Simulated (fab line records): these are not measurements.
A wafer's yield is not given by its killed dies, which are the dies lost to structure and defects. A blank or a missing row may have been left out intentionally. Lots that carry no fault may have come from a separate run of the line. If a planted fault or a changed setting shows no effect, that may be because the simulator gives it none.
Chamber matching || flow n5Finfet || 4 sister chambers for N5_BEOL_M0_SAQP_SPACER2_ETCHBACK_27 on rieDiel-01
The step etches SiO2 in CHF3/O2, target depth 22.5 nm, time 11.25 s. 4 wafers are shown with their chamber, then 10 later ones without.

== WAFERS PAIRED WITH THEIR CHAMBERS ==
{"wafer": "L089.1", "chamber": 0, "drypumpMotorCurrentA (A)": 6.0}
{"wafer": "L089.5", "chamber": 3, "drypumpMotorCurrentA (A)": 6.4}
{"wafer": "L090.4", "chamber": 2, "drypumpMotorCurrentA (A)": 5.6}
{"wafer": "L090.5", "chamber": 1, "drypumpMotorCurrentA (A)": 5.7}

== WAFERS WHOSE CHAMBER IS MISSING ==
{"wafer": "L090.6", "drypumpMotorCurrentA (A)": 6.0}
{"wafer": "L091.2", "drypumpMotorCurrentA (A)": 5.7}
{"wafer": "L091.4", "drypumpMotorCurrentA (A)": 6.0}
{"wafer": "L091.6", "drypumpMotorCurrentA (A)": 5.7}
{"wafer": "L092.1", "drypumpMotorCurrentA (A)": 6.3}
{"wafer": "L092.2", "drypumpMotorCurrentA (A)": 5.7}
{"wafer": "L092.3", "drypumpMotorCurrentA (A)": 5.6}
{"wafer": "L094.1", "drypumpMotorCurrentA (A)": 5.7}
{"wafer": "L094.4", "drypumpMotorCurrentA (A)": 6.0}
{"wafer": "L094.5", "drypumpMotorCurrentA (A)": 6.3}

== THE CHAMBER EACH PASSED THROUGH ==
{"wafer": "L090.6", "from the rows above": 0, "in truth": 0}
{"wafer": "L091.2", "from the rows above": 1, "in truth": 1}
{"wafer": "L091.4", "from the rows above": 0, "in truth": 0}
{"wafer": "L091.6", "from the rows above": 1, "in truth": 1}
{"wafer": "L092.1", "from the rows above": 3, "in truth": 3}
{"wafer": "L092.2", "from the rows above": 1, "in truth": 1}
{"wafer": "L092.3", "from the rows above": 2, "in truth": 2}
{"wafer": "L094.1", "from the rows above": 1, "in truth": 1}
{"wafer": "L094.4", "from the rows above": 0, "in truth": 0}
{"wafer": "L094.5", "from the rows above": 3, "in truth": 3}
10 of 10 placed correctly. Left unplaced by these rows: 0. Wrongly placed: 0.
How it was worked out, from the rows above alone: a wafer's distance from a chamber is the root of the sum, over the readings, of the square of ((its reading less the chamber's mean) divided by the reading's scatter). The wafer belongs to the nearest chamber; if the next one is less than 2 further off, it can't be placed. For every chamber, the mean is computed from those of its wafers that are shown. The scatter: root of mean squared gap, hidden wafer to nearest shown wafer, with one shown wafer a chamber.
